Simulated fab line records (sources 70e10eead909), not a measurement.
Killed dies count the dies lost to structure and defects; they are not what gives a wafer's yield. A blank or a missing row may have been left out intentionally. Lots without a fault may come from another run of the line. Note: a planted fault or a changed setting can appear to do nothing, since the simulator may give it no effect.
Matching of chambers	flow nand-harc	4 sister chambers for NHARC_A_STAIRCASE_DESCUM_219 on rie-diel-07
The step chemistry O2, time 3 s. 14 wafers are shown with their chamber, then 7 later ones without.

== EACH WAFER AND ITS CHAMBER ==
wafer	chamber	showerhead-plenum-p-Torr (Torr)	throttle-valve-pct (%)	oes-product-au (a.u.)
L525.2	1	1.96	11.316	1.002
L525.5	0	1.81	11.324	1.004
L525.6	3	1.99	11.298	1.002
L528.4	1	1.96	11.327	1.014
L528.5	0	1.80	11.306	0.993
L528.6	1	1.96	11.299	1.001
L531.1	3	1.98	11.306	0.999
L531.4	1	1.96	11.317	0.997
L531.6	3	1.98	11.286	0.989
L533.1	1	1.96	11.331	1.004
L533.2	3	1.98	11.316	0.993
L533.4	2	1.80	11.303	0.995
L539.2	3	1.97	11.316	1.001
L539.3	2	1.80	11.309	1.003

SIGNATURES (averages over the wafers above)
reading	chamber 0	chamber 1	chamber 2	chamber 3	scatter within a chamber
showerhead-plenum-p-Torr	1.8050	1.9600	1.8000	1.9800	0.005
throttle-valve-pct	11.31500	11.31800	11.30600	11.30440	0.012
oes-product-au	0.99850	1.00360	0.99900	0.99680	0.00615
Rule: a wafer lies at a distance from a chamber equal to the root of the sum of squares, over the readings, of (its reading less the chamber's mean, divided by the reading's scatter). If the next closest chamber is less than 2 further off than the closest, the wafer can't be placed; otherwise it belongs to the closest. The scatter: take each reading less its chamber's mean, square it, sum over the shown wafers, divide by the number of wafers less the number of chambers, and take the root.

== WAFERS WITHOUT THEIR CHAMBER ==
wafer	showerhead-plenum-p-Torr (Torr)	throttle-valve-pct (%)	oes-product-au (a.u.)
L539.6	1.95	11.299	1.002
L544.1	1.79	11.317	0.995
L544.5	1.94	11.298	1.017
L544.6	1.79	11.317	1.003
L548.2	1.79	11.309	0.996
L548.4	1.94	11.309	1.002
L548.6	1.96	11.311	1.014

== CHAMBER TAKEN BY EACH ==
wafer	from the rows above	in truth
L539.6	1	1
L544.1	can't be placed: 2 or 0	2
L544.5	1	1
L544.6	can't be placed: 2 or 0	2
L548.2	can't be placed: 2 or 0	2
L548.4	1	1
L548.6	1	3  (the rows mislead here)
Correctly placed: 3 of 7. Cannot be placed on the basis of these rows: 3; the candidates contain the true chamber in 3. Wrongly placed: 1.
